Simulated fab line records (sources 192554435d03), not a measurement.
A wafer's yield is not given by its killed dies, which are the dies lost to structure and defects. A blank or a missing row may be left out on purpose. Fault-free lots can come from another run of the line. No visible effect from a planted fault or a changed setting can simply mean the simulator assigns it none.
One fault seen from 2 desks -- flow n5_finfet -- each desk holds nothing but its own numbers, with what lay behind them at the end

== AT THE TOOL OWNER'S DESK: pecvd-01 ==
The tool's own readings at N5_BEOL_M0_SAQP_PECVD_97 (deposits SiNx from SiH4/NH3/N2, target thk 23 nm, time 19.9 s): means of the sampled wafers that have a number, for each lot that ran on this tool. The brackets show how far a lot's mean lies from the usual mean; more than 4 standard deviations puts the lot out of limits, marked OUT.
Columns: A = heater_power_w at N5_BEOL_M0_SAQP_PECVD_97, usual 595 W; B = showerhead_plenum_p_Torr at N5_BEOL_M0_SAQP_PECVD_97, usual 5.14 Torr; C = showerhead_vpp_V at N5_BEOL_M0_SAQP_PECVD_97, usual 1043 V; D = throttle_valve_pct at N5_BEOL_M0_SAQP_PECVD_97, usual 40.1 %
lot,first seen here,A,B,C,D
L624,day 7 06:07,564,5.14,1050,40.3
L628,day 8 07:36,614,5.14,1052,40.2
L632,day 9 03:10,620,5.19,1045,40.8
This desk found nothing out of limits on any of the 3 lots.

== THE METROLOGY DESK ==
Lot by lot, what the gauges showed, no matter which tool ran the lot: averages of those sampled wafers that carry a number. The brackets show how far a lot's mean lies from the usual mean; more than 4 standard deviations puts the lot out of limits, marked OUT. It has 10 readings; the 7 that lie furthest out on some lot are the ones shown.
Columns: A = DIBL_P at N5_BEOL_M4_RC_MEAS_101, usual 35.8 mV/V; B = IOFF_N at N5_BEOL_M4_RC_MEAS_101, usual 0.16 nA/um; C = IOFF_P at N5_BEOL_M4_RC_MEAS_101, usual 0.21 nA/um; D = ION_P at N5_BEOL_M4_RC_MEAS_101, usual 461 uA/um; E = SS_N at N5_BEOL_M4_RC_MEAS_101, usual 71.4 mV/dec; F = SS_P at N5_BEOL_M4_RC_MEAS_101, usual 73.3 mV/dec; G = VT_P at N5_BEOL_M4_RC_MEAS_101, usual -250 mV
lot,first seen here,A,B,C,D,E,F,G
L624,day 9 23:15,33.4,0.13,0.20,464,71.3,73.1,-248
L628,day 11 06:03,35.4,0.15,0.20,467,70.8,73.2,-250
L632,day 11 19:49,35.2,0.16,0.20,461,71.0,72.9,-251
L637,day 13 07:02,36.3,0.16,0.24,468,71.8,73.9,-246
This desk found nothing out of limits on any of the 4 lots.

== TAKEN TOGETHER ==
Nothing out of limits was seen by the tool owner's desk.
Metrology desk: nothing out of limits seen.

== WHAT THE SIMULATOR PUT IN ==
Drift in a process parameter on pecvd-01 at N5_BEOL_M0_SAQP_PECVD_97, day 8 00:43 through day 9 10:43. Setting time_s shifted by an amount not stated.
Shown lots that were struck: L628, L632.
